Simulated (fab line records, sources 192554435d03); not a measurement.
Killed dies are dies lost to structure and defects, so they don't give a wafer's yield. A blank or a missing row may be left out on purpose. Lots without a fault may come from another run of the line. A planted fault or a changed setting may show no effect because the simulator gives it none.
fab line records | flow n5_finfet
record lots=10 wafers=30 last_day=19
route steps=1938 shown ILD0@344 SDB@347 PASSIVATION@1936
lots that met no fault: from a run of the same line without faults
start_h: hours from the record's first day to the start of the lot's first wafer shown | wait_h: hours since the lot's step before | " the same as in the row above | L1.1+2: a row that stands for several wafers | - no value, or no start given | * or withheld: withheld | < > ~ a bound
route shown NAME@n: a module of which the file shows steps, and the number in the route of the first | usual: mean/standard deviation of fault-free wafers | same: alike in all rows | chamber/n: place in a boat | sites: the reading at each site | _std_site: their standard deviation | _edge_site: outer sites' mean less inner sites' | radius_mm: how far each site lies from the wafer's centre | mask NAME#n: copy n | behind: the tool/chamber that last shaped the wafer | hold: why the lot was held/for how many hours/how that ended | device: the transistor (n, p or np) that didn't switch | end of line: the same wafers' tests at the end of the route | a step without rows: its recipe alone | killed: dies lost to structure and defects at the first sort, not the wafer's yield | map: a wafer's dies, x killed, . not, _ none there
set.NAME: the setting as run; set.NAME@STEP: as run at that earlier step | model.NAME: the simulator's own value behind a step, which no gauge read
steps of the route over a sample of lots; a table a step, a row a wafer
services: from which hour (start_h, from the record's first day; less than 0 if before it) a tool's chamber was out of use, for how many hours, and why
## steps
# step N5_ILD0_CMP_12
# recipe stop_on=poly-Si material=SiNx t_overpolish_s=6 post_cmp_clean=alkaline_brush down_force_psi=2.5 platen_rpm=51.8 pad_velocity_m_s=1.0307 target_thk_nm=17.67
# usual motor_current_A=9.0/0.71 overpolish_run_s=6.000/0.01 retaining_ring_pressure_frac=1.000/0.0048 time_to_endpoint_s=29.1/2.4
# columns lot.wafer tool chamber start_h wait_h motor_current_A overpolish_run_s retaining_ring_pressure_frac time_to_endpoint_s
L260.3 cmp-04 1 79.02 1.1 9.9 6.011 0.993 24.1
L260.2 " 2 " " 8.5 6.000 0.991 26.9
L260.5 " 2 " " 9.1 5.994 0.993 30.1
L261.4 cmp-04 1 83.03 1.2 9.9 6.022 0.993 24.8
L261.2 " 2 " " 8.9 6.008 1.000 29.3
L261.6 " 0 " " 9.6 5.987 0.999 28.2
L264.1 cmp-03 2 103.05 1.1 9.3 6.008 0.994 28.5
L264.3 " 3 " " 8.4 5.996 1.002 32.0
L264.4 " 1 " " 8.1 6.002 1.001 28.7
L266.1 cmp-04 2 115.75 1.2 9.1 5.996 1.007 26.9
L266.4 " 3 " " 8.4 5.996 1.002 31.3
L266.6 " 2 " " 8.9 5.992 0.999 31.5
L267.2 cmp-03 0 122.12 1.1 7.7 6.015 0.997 27.2
L267.1 " 2 " " 9.6 6.011 0.997 27.1
L267.5 " 0 " " 7.8 6.005 1.001 24.4
L268.2 cmp-03 0 127.84 1.1 8.2 5.983 1.001 25.6
L268.4 " 3 " " 8.7 5.989 0.994 31.3
L268.5 " 0 " " 8.2 6.003 1.004 27.8
L270.2 cmp-02 3 139.57 1.2 8.8 6.005 0.995 27.9
L270.4 " 1 " " 9.4 5.991 0.995 29.4
L270.5 " 2 " " 9.7 5.994 0.994 26.7
L279.1 cmp-04 2 189.62 1.1 9.0 5.990 1.001 29.2
L279.4 " 3 " " 8.3 6.013 1.003 29.7
L279.3 " 0 " " 9.7 5.997 1.002 29.3
L280.4 cmp-02 2 202.11 1.2 9.6 6.009 0.996 28.2
L280.3 " 3 " " 8.4 5.990 1.001 30.9
L280.1 " 0 " " 10.1 6.000 0.992 25.7
L281.1 cmp-04 3 203.18 1.1 8.4 6.014 1.004 32.0
L281.3 " 2 " " 8.9 5.993 1.008 30.1
L281.6 " 0 " " 9.6 6.008 1.002 29.3
# step N5_SDB_HM_DEP_00
# recipe material=SiNx target_thk_a=400 temp_c=400 precursor=SiH4/NH3/N2 pressure_torr=1.5 rf_w=300 time_s=35.3
# usual heater_power_w=755/72 showerhead_plenum_p_Torr=5.12/0.068 susceptor_temp_C=399.98/0.21 throttle_valve_pct=41.0/2.8
# columns lot.wafer tool chamber start_h wait_h heater_power_w showerhead_plenum_p_Torr susceptor_temp_C throttle_valve_pct
L260.2 pecvd-03 2 79.38 0.0 673 5.18 400.05 36.9
L260.3 " 0 " " 876 5.17 400.06 45.0
L260.5 " 2 " " 668 5.17 399.83 36.9
L261.2 pecvd-03 1 83.31 0.0 686 5.12 399.69 44.0
L261.4 " 0 " " 784 5.18 400.15 45.1
L261.6 " 1 " " 687 5.11 400.02 44.0
L264.1 pecvd-04 1 103.41 0.0 693 5.15 399.90 41.8
L264.3 " 2 " " 710 4.99 399.64 37.4
L264.4 " 2 " " 713 5.00 400.01 37.6
L266.1 pecvd-03 1 116.07 0.0 691 5.14 399.88 43.8
L266.4 " 2 " " 742 5.18 399.95 37.0
L266.6 " 1 " " 715 5.11 399.87 43.9
L267.1 pecvd-03 2 122.48 0.0 679 5.19 399.81 37.0
L267.2 " 1 " " 691 5.12 399.81 43.9
L267.5 " 1 " " 689 5.14 400.00 43.8
L268.2 pecvd-03 2 128.19 0.0 752 5.18 399.93 37.5
L268.4 " 0 " " 724 5.17 400.12 45.3
L268.5 " 2 " " 757 5.17 399.99 37.2
L270.2 pecvd-03 2 139.89 0.0 687 5.19 400.13 37.5
L270.4 " 0 " " 863 5.17 399.85 45.4
L270.5 " 2 " " 700 5.18 400.26 37.2
L279.1 pecvd-04 1 189.98 0.0 661 5.16 399.73 41.6
L279.3 " 0 " " 857 5.15 399.79 40.3
L279.4 " 0 " " 842 5.14 400.14 40.0
L280.1 pecvd-04 1 202.43 0.0 713 5.15 400.08 41.6
L280.3 " 0 " " 799 5.15 400.06 40.1
L280.4 " 0 " " 800 5.15 400.17 40.4
L281.1 pecvd-02 2 203.54 0.0 830 5.03 399.51 38.4
L281.3 " 1 " " 850 5.07 399.74 43.1
L281.6 " 0 " " 696 5.20 399.71 42.2
# step N5_SDB_DESCUM_16
# recipe chemistry=O2 time_s=7.9 source_power_w=50 bias_power_w=20 pressure_mtorr=20 rf_frequency_hz=2.712e+07 temp_c=40 resist=CAR-ArF o2_flow_sccm=225
# usual drypump_motor_current_A=5.7/0.4 oes_product_au=0.80/0.11 rf_vpp_V=243.1/1.7 showerhead_plenum_p_Torr=2.09/0.093 throttle_valve_pct=20.46/0.21
# columns lot.wafer tool chamber start_h wait_h drypump_motor_current_A oes_product_au rf_hours_counter_h rf_vpp_V showerhead_plenum_p_Torr throttle_valve_pct
L260.2 rie_diel-05 1 79.79 0.0 5.6 0.68 234 240.3 2.05 20.63
L260.3 " 0 " " 5.5 0.82 82 241.6 1.95 20.77
L260.5 " 2 " " 5.6 0.91 - 245.5 2.24 20.38
L261.2 rie_diel-01 2 84.15 0.3 5.1 0.70 241 242.4 2.04 20.36
L261.4 " 0 " " 5.6 0.68 - 240.8 2.04 20.60
L261.6 " 2 " " 5.1 0.69 - 244.7 2.04 20.36
L264.1 rie_diel-01 3 104.04 0.1 6.5 0.97 2 244.1 2.25 20.64
L264.3 " 2 " " 5.1 0.68 249 242.7 2.04 20.38
L264.4 " 1 " " 5.8 0.93 - 243.0 2.07 20.37
L266.1 rie_diel-01 2 116.48 0.0 5.1 0.68 254 243.1 2.04 20.40
L266.4 " 3 " " 6.5 0.96 - 244.9 2.25 20.65
L266.6 " 2 " " 5.1 0.68 - 242.3 2.04 20.38
L267.1 rie_diel-01 1 123.02 0.0 5.8 0.92 37 241.8 2.07 20.38
L267.2 " 3 " " 6.5 0.95 10 246.1 2.24 20.66
L267.5 " 0 " " 5.6 0.97 - 241.8 2.04 20.23
L268.2 rie_diel-03 0 128.61 0.0 5.6 0.69 247 242.7 1.96 20.25
L268.4 " 3 " " 6.4 0.73 166 243.6 2.10 20.33
L268.5 " 3 " " 6.4 0.73 - 244.2 2.10 20.32
L270.2 rie_diel-05 2 140.87 0.5 5.6 0.86 38 245.5 2.23 20.39
L270.4 " 2 " " 5.7 0.87 - 245.8 2.23 20.40
L270.5 " 3 " " 5.5 0.70 - 243.7 2.15 20.61
L279.1 rie_diel-05 0 190.52 0.0 5.5 0.79 121 242.2 1.94 20.82
L279.3 " 1 " " 5.5 0.92 13 243.0 2.04 20.22
L279.4 " 3 " " 5.5 0.68 242 245.3 2.15 20.64
L280.1 rie_diel-05 1 202.97 0.0 5.5 0.91 19 243.8 2.04 20.22
L280.3 " 2 " " 5.7 0.84 63 243.7 2.23 20.44
L280.4 " 3 " " 5.5 0.68 249 244.5 2.14 20.64
L281.1 rie_diel-03 2 203.95 0.0 5.7 0.68 240 240.9 2.00 20.83
L281.3 " 3 " " 6.4 0.70 197 241.8 2.09 20.35
L281.6 " 3 " " 6.4 0.70 - 240.3 2.09 20.37
# step N5_SDB_STRIP_21
# recipe chemistry=CF4 resist=SiARC power_w=300 bias_power_w=75 pressure_mtorr=50 cf4_flow_sccm=150 rf_frequency_hz=6e+07
# usual drypump_motor_current_A=5.7/0.4 oes_product_au=0.80/0.1 rf_vpp_V=271.0/1.8 showerhead_plenum_p_Torr=1.79/0.077 throttle_valve_pct=13.58/0.23
# columns lot.wafer tool chamber start_h wait_h drypump_motor_current_A oes_product_au rf_hours_counter_h rf_vpp_V showerhead_plenum_p_Torr throttle_valve_pct
L260.2 rie_diel-05 1 80.00 0.0 5.6 0.68 234 269.5 1.78 13.89
L260.3 " 0 " " 5.5 0.81 82 268.3 1.66 13.73
L260.5 " 2 " " 5.6 0.91 - 272.7 1.91 13.36
L261.2 rie_diel-01 2 84.36 0.0 5.1 0.68 241 270.5 1.77 13.77
L261.4 " 0 " " 5.6 0.68 - 270.2 1.76 13.92
L261.6 " 2 " " 5.1 0.68 - 271.0 1.77 13.75
L264.1 rie_diel-01 3 104.25 0.0 6.5 0.96 2 273.1 1.92 13.65
L264.3 " 2 " " 5.1 0.68 249 270.5 1.77 13.79
L264.4 " 1 " " 5.8 0.91 - 270.5 1.77 13.30
L266.1 rie_diel-01 2 116.69 0.0 5.1 0.67 254 270.8 1.77 13.78
L266.4 " 3 " " 6.5 0.93 - 274.4 1.92 13.66
L266.6 " 2 " " 5.1 0.68 - 271.1 1.77 13.79
L267.1 rie_diel-01 1 123.23 0.0 5.8 0.89 37 270.8 1.77 13.32
L267.2 " 3 " " 6.5 0.91 10 272.9 1.92 13.65
L267.5 " 0 " " 5.6 0.96 - 271.1 1.76 13.37
L268.2 rie_diel-03 0 128.81 0.0 5.6 0.70 247 269.1 1.72 13.74
L268.4 " 3 " " 6.4 0.72 166 269.9 1.79 13.47
L268.5 " 3 " " 6.4 0.72 - 271.0 1.79 13.47
L270.2 rie_diel-05 2 141.07 0.0 5.6 0.87 38 273.1 1.90 13.41
L270.4 " 2 " " 5.6 0.86 - 274.1 1.90 13.41
L270.5 " 3 " " 5.5 0.69 - 271.7 1.85 13.96
L279.1 rie_diel-05 0 190.73 0.0 5.5 0.78 121 267.3 1.65 13.81
L279.3 " 1 " " 5.6 0.91 13 271.3 1.77 13.39
L279.4 " 3 " " 5.5 0.68 242 271.9 1.85 14.00
L280.1 rie_diel-05 1 203.17 0.0 5.5 0.90 19 269.7 1.77 13.38
L280.3 " 2 " " 5.6 0.84 63 273.4 1.90 13.48
L280.4 " 3 " " 5.5 0.68 249 270.8 1.85 14.02
L281.1 rie_diel-03 2 204.16 0.0 5.7 0.68 240 268.6 1.69 13.89
L281.3 " 3 " " 6.4 0.70 197 271.4 1.78 13.53
L281.6 " 3 " " 6.4 0.70 - 270.2 1.78 13.52
# step N5_SDB_CMP_30
# recipe stop_on=poly-Si t_overpolish_s=1.54 post_cmp_clean=alkaline_brush down_force_psi=4.1491 platen_rpm=51.796 pad_velocity_m_s=1.0306 target_thk_nm=30
# usual motor_current_A=12.2/0.93 retaining_ring_pressure_frac=1.000/0.005 time_to_endpoint_s=17.3/2.4
# columns lot.wafer tool chamber start_h wait_h motor_current_A retaining_ring_pressure_frac time_to_endpoint_s
L260.2 cmp-01 2 83.41 1.4 13.5 0.994 12.4
L260.3 " 3 " " 11.8 0.992 14.9
L260.5 " 2 " " 13.4 1.002 14.1
L261.2 cmp-03 1 87.68 1.4 11.5 1.000 14.8
L261.4 " 0 " " 11.1 1.003 13.8
L261.6 " 2 " " 12.4 0.992 15.1
L264.1 cmp-04 3 107.75 1.4 11.2 1.000 13.8
L264.3 " 1 " " 13.6 1.003 12.6
L264.4 " 2 " " 12.5 1.001 16.4
L266.1 cmp-04 0 120.02 1.4 13.2 1.003 18.6
L266.4 " 3 " " 11.1 1.008 18.8
L266.6 " 0 " " 12.5 1.005 20.3
L267.2 cmp-03 3 126.54 1.4 11.6 0.992 15.9
L267.1 " 1 " " 11.2 0.998 16.1
L267.5 " 0 " " 10.5 1.001 15.9
L268.2 cmp-01 0 132.13 1.4 12.9 1.001 15.2
L268.4 " 2 " " 13.5 1.002 24.7
L268.5 " 1 " " 12.2 1.008 18.9
L270.2 cmp-04 2 144.89 1.4 12.4 0.997 17.0
L270.4 " 3 " " 11.4 0.995 29.1
L270.5 " 2 " " 13.0 0.991 16.8
L279.3 cmp-01 3 194.12 1.4 10.6 1.001 17.7
L279.1 " 0 " " 12.6 0.999 15.3
L279.4 " 1 " " 12.2 0.992 20.2
L280.4 cmp-01 2 206.50 1.4 12.4 0.999 13.3
L280.1 " 0 " " 12.7 1.005 16.3
L280.3 " 1 " " 11.7 1.006 20.5
L281.3 cmp-03 0 207.56 1.5 10.6 1.004 18.6
L281.1 " 1 " " 11.2 0.993 17.8
L281.6 " 2 " " 12.4 1.000 19.8
# step N5_PASSIVATION_PROBE_49
# usual killed_at_M0_to_M3=33/11 killed_at_M4_up=14/5 killed_at_contacts=11/7.3 killed_at_front_end=43/12 killed_at_other=4/3.1 killed_dies=106/17 killed_on_rim=14/3.8 killed_open=69/13 killed_short=34/8.7
# same gross_dies=1180 killed_at_back_side=0
# columns lot.wafer tool chamber start_h wait_h killed_at_M0_to_M3 killed_at_M4_up killed_at_contacts killed_at_front_end killed_at_other killed_dies killed_on_rim killed_open killed_short
L266.1 prober-01 - 357.76 0.0 36 13 9 53 3 114 15 73 38
L266.4 prober-01 - 357.91 0.2 31 13 7 45 6 102 9 60 42
L266.6 prober-01 - 358.01 0.3 54 11 5 56 4 130 15 84 44
L268.2 prober-02 - 377.75 0.1 63 10 12 43 4 132 18 86 38
L268.4 prober-02 - 377.85 0.2 84 9 16 1065 6 1180 152 91 60
L268.5 prober-02 - 377.90 0.2 53 15 8 57 3 136 22 99 35
L270.2 prober-01 - 394.34 0.1 27 11 9 63 5 115 16 67 48
L270.4 prober-01 - 394.44 0.2 41 10 5 1122 2 1180 152 74 36
L270.5 prober-01 - 394.49 0.2 26 20 6 67 6 125 11 79 40
# killed by level:class
L266.1 STI_FIN_REVEAL:geometric_particle:open=16 BEOL_M0_SAQP:geometric_particle:short=11 DUMMY_GATE:geometric_particle:open=10 BEOL_M1:geometric_particle:open=8 MOL_CONTACT_COAG:geometric_particle:open=6 BEOL_M2:geometric_particle:open=6 FIN_SAQP:geometric_particle:short=5 STARTING-WAFER:geometric_particle:short=5
L266.4 FIN_SAQP:geometric_particle:open=10 FIN_SAQP:geometric_particle:short=9 STI_FIN_REVEAL:geometric_particle:open=9 BEOL_M0_SAQP:geometric_particle:short=7 BEOL_M2:geometric_particle:open=6 BEOL_M0_SAQP:geometric_particle:open=5 MOL_CONTACT_COAG:geometric_particle:open=4 GATE_CUT:geometric_particle:short=4
L266.6 BEOL_M0_SAQP:geometric_particle:open=18 BEOL_M0_SAQP:geometric_particle:short=16 FIN_SAQP:geometric_particle:open=13 DUMMY_GATE:geometric_particle:open=10 FIN_SAQP:geometric_particle:short=9 STI_FIN_REVEAL:geometric_particle:open=6 BEOL_M1:geometric_particle:open=6 BEOL_M0:geometric_particle:open=5
L268.2 BEOL_M0_SAQP:geometric_particle:open=17 BEOL_M0_SAQP:geometric_particle:short=17 BEOL_M2:geometric_particle:open=14 MOL_CONTACT_COAG:geometric_particle:open=12 DUMMY_GATE:geometric_particle:open=10 HKMG_FIN:area_etch=7 STI_FIN_REVEAL:geometric_particle:open=6 GATE_CUT:geometric_particle:open=6
L268.4 SDB:area_open=1029 BEOL_M0_SAQP:geometric_particle:short=32 BEOL_M0_SAQP:geometric_particle:open=28 MOL_CONTACT_COAG:geometric_particle:open=13 STI_FIN_REVEAL:geometric_particle:open=8 DUMMY_GATE:geometric_particle:open=8 BEOL_M2:geometric_particle:open=8 BEOL_M1:geometric_particle:open=5
L268.5 STI_FIN_REVEAL:geometric_particle:open=28 BEOL_M2:geometric_particle:open=14 BEOL_M0_SAQP:geometric_particle:open=11 BEOL_M0_SAQP:geometric_particle:short=9 STI_FIN_REVEAL:geometric_particle:short=7 DUMMY_GATE:geometric_particle:open=7 MOL_CONTACT_COAG:geometric_particle:open=7 BEOL_M3:geometric_particle:open=7
L270.2 FIN_SAQP:geometric_particle:short=16 STI_FIN_REVEAL:geometric_particle:open=12 GATE_CUT:geometric_particle:short=10 MOL_CONTACT_COAG:geometric_particle:open=9 BEOL_M0_SAQP:geometric_particle:open=9 DUMMY_GATE:geometric_particle:open=7 BEOL_M2:geometric_particle:open=6 BEOL_M0_SAQP:geometric_particle:short=5
L270.4 SDB:area_open=1070 FIN_SAQP:geometric_particle:open=19 BEOL_M0_SAQP:geometric_particle:open=15 BEOL_M0_SAQP:geometric_particle:short=12 FIN_SAQP:geometric_particle:short=9 BEOL_M3:geometric_particle:open=7 BEOL_M4:geometric_particle:open=6 MOL_CONTACT_COAG:geometric_particle:open=5
L270.5 STI_FIN_REVEAL:geometric_particle:open=20 BEOL_M0_SAQP:geometric_particle:open=9 FIN_SAQP:geometric_particle:open=8 BEOL_M0_SAQP:geometric_particle:short=8 BEOL_M4:geometric_particle:open=8 FIN_SAQP:geometric_particle:short=7 DUMMY_GATE:geometric_particle:open=7 GATE_CUT:geometric_particle:short=7
## services
# columns tool chamber start_h hours kind
cmp-01 - 56.21 4.0 pm
cmp-02 - 60.73 1.8 repair
pecvd-03 2 60.79 13.5 repair
rie_diel-01 2 61.20 4.2 repair
cmp-02 - 63.68 1.8 repair
cmp-03 - 73.45 3.1 repair
cmp-01 - 74.32 0.8 repair
cmp-04 - 79.42 0.4 repair
pecvd-03 - 120.84 0.8 pm
cmp-01 - 122.23 2.0 repair
cmp-03 - 128.98 12.4 pm
pecvd-03 2 142.11 7.6 repair
cmp-01 - 149.83 0.3 repair
pecvd-03 - 154.55 6.0 pm
cmp-02 - 158.84 4.6 pm
rie_diel-03 2 165.53 5.8 repair
cmp-03 - 168.02 4.0 pm
pecvd-04 1 177.63 6.5 repair
cmp-01 - 178.30 3.8 pm
cmp-01 - 184.37 8.5 repair
cmp-04 - 184.95 0.2 repair
rie_diel-05 0 191.10 10.4 repair
rie_diel-01 2 193.46 18.9 repair
rie_diel-03 2 206.92 7.6 repair
## key
first_sign step=N5_SDB_CMP_30 reading=time_to_endpoint_s direction=up sigmas=3.9 usual=* struck=*
effect step=N5_PASSIVATION_PROBE_49 reading=killed_at_front_end direction=up sigmas=90 usual=43 struck=1094
more_kills_born_at N5_SDB_HM_OPEN_20@rie_diel-05=1070 N5_SDB_HM_OPEN_20@rie_diel-03=1029
met_at N5_SDB_HM_DEP_00
struck_lots L268,L270
struck_wafers L268.4,L270.4
later_rows_left_out L268.4,L270.4
tester_left_out L268,L270
not_acting_at N5_ILD0_CMP_12,N5_SDB_DESCUM_16,N5_SDB_STRIP_21
onset_between 122.48 128.19
fault kind=process_parameter_drift tool=pecvd-03 chamber=- onset_h=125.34 steps=N5_SDB_HM_DEP_00 channel=time_s offset=* shape=step end_h=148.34 scope=struck_wafers_only acts_in=* stated=*
# tester_left_out: of these lots the tester's yield and bins aren't shown, on N5 and GAA mostly nor the transistor test; their killed dies are dies lost to structure and defects alone, not to doping, threshold or leakage, so they don't give the yield
# later_rows_left_out: the simulator's readings of these wafers behind a module that went badly wrong aren't trusted and aren't shown, but for the sort
